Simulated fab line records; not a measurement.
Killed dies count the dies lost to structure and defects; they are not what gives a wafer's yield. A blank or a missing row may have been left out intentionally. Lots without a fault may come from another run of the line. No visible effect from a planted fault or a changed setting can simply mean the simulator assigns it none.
fab line records    flow nandHarc
[record] lots = 13  wafers = 39  lastDay = 34
route steps=1302 shown A_CHANNEL_HOLE_D1@469 A_CHANNEL_FILL_D1@499
lots untouched by any fault: they come from a run of this same line in which no faults occurred
startH: start of the lot's first displayed wafer, in hours after the record's first day    waitH: time in hours since the lot's previous step    " the same as in the row above    L1.1+2: several wafers, shown together as one row    - no value, or no start was given    * or withheld: withheld    < > ~ a bound
route shown NAME@n: NAME is a module with steps in the file, n the number in the route of the first one    usual: mean and standard deviation over wafers with no fault    same: alike in all rows    chamber/n: place in a boat    sites: readings site by site    _std_site: the values' standard deviation    _edge_site: mean of outer sites minus mean of inner sites    radiusMm: how far each site lies from the wafer's centre    mask NAME#n: copy n    behind: the last tool/chamber to shape the wafer    hold: the reason the lot was held/the length of the hold in hours/how it ended    device: names the non-switching transistor (n, p or np)    end of line: at the end of the route, the tests of the same wafers    where a step has no rows: the recipe by itself    killed: at the first sort, the dies lost to defects and structure; wafer yield is something else    map: the dies of a wafer, with x for killed, . for not killed, _ for no die there
set.NAME: setting as actually run; set.NAME@STEP: the setting as run at that earlier step    model.NAME: the simulator's own value behind a step, which no gauge read
route steps across a sampled set of lots; one table per step, one row per wafer
services: when a tool's chamber went out of use (startH, in hours from the record's first day, below 0 if earlier), for how many hours, and the reason
[[steps]]
[step NHARC_A_CHANNEL_HOLE_D1_ETCH_16]
[recipe] targetDepthA = 31000  overEtchFrac = 0.3  timeS = 806  ionEnergyEv = 150  o2FlowSccm = 400  cosFlowSccm = 20  arFlowSccm = 0  rfW = 500  biasW = 300  chemistry = O2/COS
[usual] drypumpMotorCurrentA = 5.68/0.3  oesProductAu = 1.002/0.0099  rfVppV = 314.7/1.2  showerheadPlenumPTorr = 3.16/0.068  throttleValvePct = 28.329/0.0089
lot.wafer  tool        chamber  startH  waitH  drypumpMotorCurrentA  oesProductAu  rfHoursCounterH  rfVppV  showerheadPlenumPTorr  throttleValvePct
L507.1     rieDiel-10  1        -       -      5.66                  1.002         9                315.5   3.19                   28.324
L507.2     "           0        "       "      5.56                  1.012         8                312.8   3.04                   28.335
L507.5     "           1        "       "      5.63                  1.012         -                314.0   3.19                   28.325
L506.2     rieDiel-10  0        -       -      5.53                  1.012         9                313.5   3.04                   28.349
L506.3     "           2        "       "      5.63                  0.984         10               314.2   3.15                   28.323
L506.5     "           0        "       "      5.58                  1.005         -                312.1   3.04                   28.353
L505.3     rieDiel-11  2        -       -      5.40                  1.011         29               314.6   3.24                   28.325
L505.4     "           3        "       "      5.24                  1.015         31               316.4   3.33                   28.317
L505.5     "           1        "       "      5.14                  1.015         -                315.7   3.13                   28.333
L508.4     rieDiel-10  0        -       -      5.54                  1.008         10               313.1   3.04                   28.328
L508.2     "           1        "       "      5.67                  1.026         11               313.3   3.19                   28.334
L508.6     "           0        "       "      5.58                  1.016         -                313.0   3.04                   28.339
L509.2     rieDiel-10  1        -       -      5.63                  1.005         12               315.1   3.19                   28.322
L509.1     "           2        "       "      5.63                  0.975         12               315.8   3.15                   28.330
L509.4     "           0        "       "      5.56                  0.990         11               314.0   3.04                   28.318
L510.2     rieDiel-10  0        -       -      5.56                  1.002         12               313.7   3.04                   28.317
L510.6     "           1        "       "      5.62                  1.006         -                314.6   3.19                   28.326
L510.5     "           2        "       "      5.62                  0.984         -                315.9   3.15                   28.331
L511.1     rieDiel-10  3        -       -      6.21                  1.020         12               316.5   3.22                   28.322
L511.2     "           1        "       "      5.64                  1.007         14               314.2   3.19                   28.326
L511.4     "           3        "       "      6.21                  1.019         -                316.7   3.22                   28.342
L515.1     rieDiel-10  1        -       -      5.61                  1.008         2                314.5   3.18                   28.325
L515.3     "           2        "       "      5.64                  0.987         2                314.9   3.15                   28.334
L515.5     "           0        "       "      5.58                  1.003         -                312.6   3.04                   28.331
L518.1     rieDiel-08  3        -       -      5.80                  0.995         41               313.3   3.09                   28.324
L518.4     "           0        "       "      5.36                  0.993         46               314.6   3.18                   28.323
L518.6     "           1        "       "      5.57                  0.997         -                315.1   3.24                   28.333
L524.4     rieDiel-10  2        -       -      5.61                  0.988         9                315.5   3.15                   28.340
L524.2     "           0        "       "      5.55                  0.998         9                312.7   3.04                   28.333
L524.5     "           1        "       "      5.66                  1.005         -                314.9   3.18                   28.330
L526.4     rieDiel-10  2        -       -      5.62                  0.995         12               314.6   3.14                   28.313
L526.3     "           3        "       "      6.14                  0.998         9                315.5   3.22                   28.334
L526.6     "           2        "       "      5.63                  1.000         -                315.0   3.14                   28.323
L527.1     rieDiel-10  2        -       -      5.61                  0.999         13               313.2   3.14                   28.337
L527.3     "           3        "       "      6.17                  1.001         9                316.4   3.22                   28.323
L527.6     "           1        "       "      5.60                  1.009         -                314.6   3.18                   28.342
L528.2     rieDiel-08  1        -       -      5.61                  0.999         7                316.3   3.23                   28.334
L528.1     "           3        "       "      5.84                  1.024         8                314.0   3.08                   28.324
L528.5     "           3        "       "      5.85                  1.010         -                314.4   3.08                   28.325
[step NHARC_A_CHANNEL_HOLE_D1_ETCH_24]
[recipe] biasV = 5000  sourceW = withheld  pressureMtorr = 20  timeS = 906.2  arFlowSccm = 375  c4f8FlowSccm = 93.8  o2FlowSccm = 31.2  tempC = -20  targetDepthA = 15000  chemistry = C4F8/O2/Ar
[usual] drypumpMotorCurrentA = 5.6/0.48  showerheadPlenumPTorr = 3.54/0.12  throttleValvePct = 32.236/0.0086
lot.wafer  tool        chamber  startH  waitH  drypumpMotorCurrentA  rfHoursCounterH  showerheadPlenumPTorr  throttleValvePct
L507.1     harEtch-02  0        194.10  0.6    5.7                   301              3.51                   32.248
L507.2     "           1        "       "      5.5                   301              3.53                   32.221
L507.5     "           0        "       "      5.7                   -                3.51                   32.247
L506.2     harEtch-01  0        194.54  0.6    6.3                   93               3.58                   32.237
L506.3     "           1        "       "      4.9                   -                3.50                   32.239
L506.5     "           1        "       "      4.9                   -                3.51                   32.229
L505.3     harEtch-02  0        198.52  0.6    5.7                   -                3.51                   32.234
L505.4     "           1        "       "      5.5                   -                3.52                   32.236
L505.5     "           0        "       "      5.8                   -                3.51                   32.232
L508.2     harEtch-02  0        212.14  0.6    5.7                   317              3.50                   32.220
L508.4     "           0        "       "      5.7                   -                3.50                   32.249
L508.6     "           0        "       "      5.7                   -                3.50                   32.242
L509.1     harEtch-01  0        219.46  0.6    6.3                   108              3.57                   32.236
L509.2     "           1        "       "      5.0                   108              3.50                   32.241
L509.4     "           1        "       "      4.9                   -                3.50                   32.239
L510.2     harEtch-02  0        239.51  0.6    5.7                   328              3.50                   32.231
L510.5     "           1        "       "      5.5                   -                3.51                   32.235
L510.6     "           0        "       "      5.8                   -                3.50                   32.247
L511.2     harEtch-01  0        241.13  0.6    6.3                   119              3.56                   32.235
L511.1     "           1        "       "      4.9                   119              3.49                   32.242
L511.4     "           0        "       "      6.3                   -                3.56                   32.233
L515.1     harEtch-01  0        274.08  0.6    6.3                   138              3.55                   32.236
L515.3     "           1        "       "      4.9                   -                3.48                   32.227
L515.5     "           1        "       "      5.0                   -                3.48                   32.232
L518.1     harEtch-02  0        332.12  0.6    5.7                   375              3.47                   32.233
L518.4     "           0        "       "      5.8                   -                3.47                   32.222
L518.6     "           0        "       "      5.8                   -                3.47                   32.227
L524.2     harEtch-01  0        367.56  0.6    6.3                   195              3.52                   32.241
L524.4     "           1        "       "      4.9                   -                3.45                   32.231
L524.5     "           0        "       "      6.3                   -                3.52                   32.253
L526.3     harEtch-01  1        404.32  0.6    5.0                   -                3.44                   32.236
L526.4     "           0        "       "      6.3                   -                3.51                   32.244
L526.6     "           1        "       "      5.0                   -                3.44                   32.233
L527.1     harEtch-02  1        407.95  0.6    5.6                   13               3.92                   32.242
L527.3     "           1        "       "      5.5                   -                3.92                   32.229
L527.6     "           1        "       "      5.5                   -                3.92                   32.217
L528.2     harEtch-02  0        412.10  0.6    5.8                   17               3.92                   32.241
L528.1     "           1        "       "      5.6                   17               3.92                   32.222
L528.5     "           0        "       "      5.7                   -                3.92                   32.247
[step NHARC_A_CHANNEL_FILL_D1_ETCHBACK_19]
[recipe] targetDepthA = 50  timeS = 1.7  hbrFlowSccm = 150  cl2FlowSccm = 50  rfW = 400  icpW = 400  biasW = 100  chemistry = HBr/Cl2
[usual] drypumpMotorCurrentA = 5.7/0.48  oesProductAu = 1.000/0.011  throttleValvePct = 26.406/0.0084
lot.wafer  tool      chamber  startH  waitH  drypumpMotorCurrentA  oesProductAu  rfHoursCounterH  throttleValvePct
L507.2     rieSi-04  3        222.24  0.4    4.8                   1.001         0.26             26.412
L507.1     "         0        "       "      6.1                   0.984         0.24             26.415
L507.5     "         3        "       "      4.8                   1.011         -                26.409
L506.3     rieSi-02  3        222.27  0.4    5.8                   0.993         0.55             26.411
L506.2     "         0        "       "      6.3                   1.004         0.66             26.419
L506.5     "         3        "       "      5.9                   0.994         -                26.407
L505.3     rieSi-04  3        227.31  0.4    4.8                   0.999         0.28             26.404
L505.4     "         2        "       "      5.7                   1.022         0.27             26.404
L505.5     "         3        "       "      4.8                   1.006         -                26.418
L508.2     rieSi-03  1        242.26  0.4    6.0                   0.997         0.09             26.410
L508.4     "         3        "       "      6.6                   1.013         0.10             26.406
L508.6     "         1        "       "      6.0                   0.999         -                26.397
L509.4     rieSi-04  0        247.93  0.4    6.1                   0.976         0.41             26.390
L509.2     "         1        "       "      5.7                   0.988         0.33             26.414
L509.1     "         2        "       "      5.7                   1.017         0.34             26.409
L511.1     rieSi-02  2        268.34  0.4    5.2                   0.991         0.92             26.400
L511.4     "         0        "       "      6.2                   0.999         0.92             26.396
L511.2     "         1        "       "      5.6                   1.008         1.03             26.415
L510.2     rieSi-04  2        268.38  0.4    5.7                   1.011         0.40             26.389
L510.6     "         3        "       "      4.8                   1.001         -                26.403
L510.5     "         0        "       "      6.1                   0.991         -                26.406
L515.1     rieSi-02  0        301.97  0.4    6.3                   1.004         0.10             26.408
L515.3     "         2        "       "      5.2                   0.989         0.13             26.401
L515.5     "         3        "       "      5.8                   0.993         -                26.409
L518.1     rieSi-04  1        359.78  0.4    5.7                   0.751         0.06             26.407
L518.4     "         3        "       "      4.8                   0.751         0.09             26.415
L518.6     "         1        "       "      5.7                   1.006         -                26.400
L524.2     rieSi-02  1        397.61  0.4    5.6                   0.997         0.53             26.407
L524.4     "         2        "       "      5.2                   0.993         0.79             26.397
L524.5     "         0        "       "      6.3                   1.020         -                26.412
L526.4     rieSi-02  0        432.67  0.4    6.2                   1.018         0.84             26.396
L526.3     "         1        "       "      5.6                   1.006         0.67             26.418
L526.6     "         0        "       "      6.2                   1.010         -                26.400
L527.1     rieSi-03  0        435.72  0.4    6.0                   1.007         0.10             26.433
L527.3     "         1        "       "      6.0                   0.999         0.10             26.412
L527.6     "         0        "       "      6.0                   1.013         -                26.406
L528.2     rieSi-04  1        440.21  0.4    5.6                   1.009         0.60             26.393
L528.1     "         3        "       "      4.8                   1.002         0.59             26.400
L528.5     "         3        "       "      4.8                   1.009         -                26.404
[step NHARC_A_CHANNEL_FILL_D1_ETCHBACK_20]
[recipe] targetDepthA = 270  timeS = 13.5  c4f8FlowSccm = withheld  o2FlowSccm = 8  arFlowSccm = withheld  rfW = 600  biasW = 1500  chemistry = C4F8/O2/Ar
[usual] oesProductAu = 0.97/0.04  rfVppV = 979/5.4
lot.wafer  tool        chamber  startH  waitH  oesProductAu  rfHoursCounterH  rfVppV
L507.2     rieDiel-07  1        222.37  -      1.00          5                986
L507.1     "           3        "       "      0.93          4                976
L507.5     "           1        "       "      0.99          -                986
L506.2     rieDiel-03  1        222.38  -      1.00          9                974
L506.3     "           2        "       "      1.00          9                982
L506.5     "           2        "       "      0.99          -                981
L505.3     rieDiel-03  2        227.44  -      1.00          9                982
L505.4     "           3        "       "      1.00          -                974
L505.5     "           0        "       "      1.02          -                978
L508.2     rieDiel-07  0        242.40  -      0.93          7                974
L508.4     "           2        "       "      0.93          -                978
L508.6     "           3        "       "      0.93          -                976
L509.1     rieDiel-03  1        248.06  -      0.93          10               975
L509.2     "           2        "       "      0.92          10               982
L509.4     "           1        "       "      0.93          -                975
L511.1     rieDiel-03  1        268.48  -      1.00          11               975
L511.2     "           2        "       "      1.00          11               983
L511.4     "           3        "       "      0.99          11               973
L510.2     rieDiel-07  0        268.49  -      0.92          10               975
L510.6     "           2        "       "      0.93          -                978
L510.5     "           3        "       "      0.91          -                975
L515.1     rieDiel-03  1        302.12  -      1.01          1                975
L515.3     "           2        "       "      1.02          1                982
L515.5     "           3        "       "      1.00          -                972
L518.1     rieDiel-03  1        359.89  -      1.02          4                975
L518.4     "           3        "       "      0.99          4                972
L518.6     "           2        "       "      1.02          -                982
L524.2     rieDiel-03  2        397.72  -      0.95          8                983
L524.5     "           0        "       "      0.93          -                979
L524.4     "           2        "       "      0.93          -                982
L526.3     rieDiel-07  1        432.81  -      0.93          7                985
L526.4     "           2        "       "      0.95          6                977
L526.6     "           3        "       "      0.92          -                977
L527.1     rieDiel-03  2        435.84  -      0.93          11               981
L527.3     "           0        "       "      0.92          9                978
L527.6     "           1        "       "      0.94          -                975
L528.1     rieDiel-07  1        440.35  -      0.92          7                986
L528.2     "           2        "       "      0.94          6                977
L528.5     "           0        "       "      0.91          -                974
[[services]]
tool        chamber  startH  hours  kind
rieDiel-07  -        184.74  0.2    repair
rieSi-03    -        185.43  0.2    repair
rieDiel-08  -        192.40  9.0    pm
rieDiel-07  1        195.37  10.8   repair
rieDiel-03  0        204.08  6.0    repair
rieDiel-07  -        219.17  0.3    repair
rieDiel-03  1        226.98  4.3    repair
rieDiel-07  1        234.92  8.7    repair
rieDiel-10  0        237.59  4.2    repair
rieSi-04    -        240.76  0.1    repair
rieDiel-10  -        242.53  9.0    pm
rieDiel-03  0        244.04  8.1    repair
rieSi-02    1        268.83  3.7    repair
rieSi-02    -        277.00  9.0    pm
rieDiel-03  -        281.30  9.0    pm
rieDiel-07  -        294.20  9.0    pm
rieSi-02    1        295.52  16.0   repair
rieDiel-10  0        305.62  16.1   repair
rieSi-04    -        342.00  9.0    pm
harEtch-02  -        377.47  17.0   pm
rieDiel-03  1        392.73  7.1    repair
rieDiel-03  3        393.10  4.0    repair
rieDiel-10  -        419.53  9.0    pm
rieSi-04    2        439.74  5.7    repair
[[key]]
[firstSign] step = NHARC_A_CHANNEL_FILL_D1_ETCHBACK_19  reading = oesProductAu  direction = down  sigmas = 23  usual = 1.000  struck = 0.751
effect none on later readings
metAt NHARC_A_CHANNEL_FILL_D1_ETCHBACK_19
struckLots L518
struckWafers L518.1,L518.4
sortLeftOut L518.1,L518.4
testerLeftOut L518
notActingAt NHARC_A_CHANNEL_HOLE_D1_ETCH_16,NHARC_A_CHANNEL_HOLE_D1_ETCH_24,NHARC_A_CHANNEL_FILL_D1_ETCHBACK_20
onsetBetween 268.38 359.78
[fault] kind = processParameterDrift  tool = rieSi-04  chamber = -  onsetH = 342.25  steps = NHARC_A_CHANNEL_FILL_D1_ETCHBACK_19  channel = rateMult  offset = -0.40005  shape = step  endH = 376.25  scope = struckWafersOnly
// testerLeftOut: of these lots the tester's yield and bins aren't shown, on N5 and GAA mostly nor the transistor test; their killed dies are dies lost to structure and defects alone, not to doping, threshold or leakage, so they don't give the yield
// sortLeftOut: the simulated sort isn't trusted on such a fault, so these wafers' sort isn't shown, and their yield isn't known
